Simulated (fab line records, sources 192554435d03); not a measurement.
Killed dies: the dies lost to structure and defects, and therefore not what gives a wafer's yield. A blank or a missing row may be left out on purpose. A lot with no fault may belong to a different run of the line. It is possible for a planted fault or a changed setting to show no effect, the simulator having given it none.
Split-lot study ; flow n5 finfet ; 7 lots, 21 wafers read, on a route of 1938 steps

== ABOUT THE SPLIT ==
At N5_BEOL_M8_PECVD_70 (deposits SiO2 from TEOS/O2, target thk 20 nm, time 22.7 s), the setting temp c was moved away from the recipe's 400 C on 8 of the 21 wafers read, by -3.8% to +2.6%. The other wafers ran this setting at the recipe's value.

== FROM THE SPLIT TO THE READING: what the file shows between them, 3 steps ==
- N5_BEOL_M8_HM_DEP_02: deposits TiN, target thk 20 nm
- N5_BEOL_M8_COAT_59: time 60 s, resist thk 100 nm
- N5_BEOL_M8_STRIP_80: strips in N2/H2, time 10 s

== THE READING ==
SiO2_of_BEOL_M8_PECVD_70.thk nm (the simulator's own value, which no gauge read), in nm, at N5_BEOL_M8_HM_STRIP_39 (strips TiN in peroxide tin strip, target depth 25 nm, time 158 s). There is no usual value for it anywhere in the file. Here, 13 wafers ran the recipe; their average is 20.0 nm with a standard deviation of 0.28 nm.

wafer;tool, chamber at the split;temp c as run, C;against the recipe;SiO2_of_BEOL_M8_PECVD_70.thk nm, nm;against lot-mates on the recipe
L076.1;pecvd-01, 2,0;400;recipe;20;-
L076.2;pecvd-01, 0;384.7;-3.8%;21.6;+1.7
L076.4;pecvd-01, 2,0;400;recipe;19.8;-
L079.2;pecvd-03, 1;400;recipe;19.6;-
L079.5;pecvd-03, 1;405.5;+1.4%;19.2;-0.4
L079.6;pecvd-03, 0;405.5;+1.4%;19;-0.6
L080.1;pecvd-03, 1;400;recipe;19.8;-
L080.4;pecvd-03, 1;390.3;-2.4%;21.2;+1.2
L080.6;pecvd-03, 2;400;recipe;20.2;-
L092.4;pecvd-04, 0;400;recipe;20.4;-
L092.5;pecvd-04, 2;390.5;-2.4%;21;+0.8
L092.6;pecvd-04, 1;400;recipe;20;-
L093.2;pecvd-03, 1;400;recipe;19.8;-
L093.3;pecvd-03, 0;393.2;-1.7%;21;+1.2
L093.4;pecvd-03, 2;393.2;-1.7%;20.8;+1.0
L094.4;pecvd-01, 0;400;recipe;20.2;-
L094.5;pecvd-01, 2,1;400;recipe;20.4;-
L094.6;pecvd-01, 2,1;400;recipe;20.4;-
L096.1;pecvd-04, 2;410.4;+2.6%;18.2;-1.7
L096.2;pecvd-04, 1;400;recipe;19.6;-
L096.4;pecvd-04, 2;400;recipe;20.2;-
If several chambers appear in one row, that row covers several wafers at once and the file leaves open which wafer was in which chamber.

FIT RESULTS
A straight line over all 21 wafers: SiO2_of_BEOL_M8_PECVD_70.thk nm changes by -0.517 nm for each +1% of temp c; r = -0.94; the points scatter about the line by 0.28 nm.
The same after taking each lot's own level away (the mean of its wafers on the recipe; 21 wafers): -0.491 nm for each +1%; r = -0.95; scatter 0.23 nm.
According to that fit, moving temp c by its largest amount changes the reading by 1.9 nm.
Measured against the standard deviation above, the lots' own levels, which go from 19.60 to 20.33 nm, span 2.6 times it.
The two slopes agree, so the slope changes little with the lot-to-lot level.
Check: with one of the wafers moved furthest among these (-3.8%) left out of the fit, the line predicts +1.97 nm for it against its lot-mates. It came out at +1.7 nm against them.

== THE OTHER SPLITS THESE WAFERS WENT THROUGH ==
Before the reading, these wafers also passed through other splits. Each is held against what the fit with the lots' levels taken away leaves over:
other split on the same wafers;wafers away from the commonest value;r with SiO2_of_BEOL_M8_PECVD_70.thk nm (lot level and that fit taken away)
N5_BEOL_M4_COAT_22 spin rpm;9;-0.33
N5_BEOL_M4_DESCUM_33 time s;3;-0.29
N5_BEOL_M5_COAT_71 spin rpm;5;+0.01
N5_BEOL_M5_COAT_05 spin rpm;12;-0.10
N5_BEOL_M7_ETCH_61 source w;8;-0.05
N5_BEOL_M7_COAT_71 spin rpm;9;-0.20

== THE WHOLE CHAIN: every reading that the file lists as answering this split, in the file's order ==
step;what it does;reading;change (the file's fit);r (the file's)
N5_BEOL_M8_PECVD_70;deposits SiO2 from TEOS/O2, target thk 20 nm, time 22.7 s;SiO2_of_BEOL_M8_PECVD_70.thk nm (the simulator's own value, which no gauge read);-0.509 nm for each +1% of the setting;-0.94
N5_BEOL_M8_HM_STRIP_39;strips TiN in peroxide tin strip, target depth 25 nm, time 158 s;SiO2_of_BEOL_M8_PECVD_70.thk nm (the simulator's own value, which no gauge read);-0.485 nm for each +1% of the setting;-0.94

== FILE'S OWN FIT ==
SiO2_of_BEOL_M8_PECVD_70.thk nm changes by -0.485 nm for each +1% of temp c, r = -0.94.
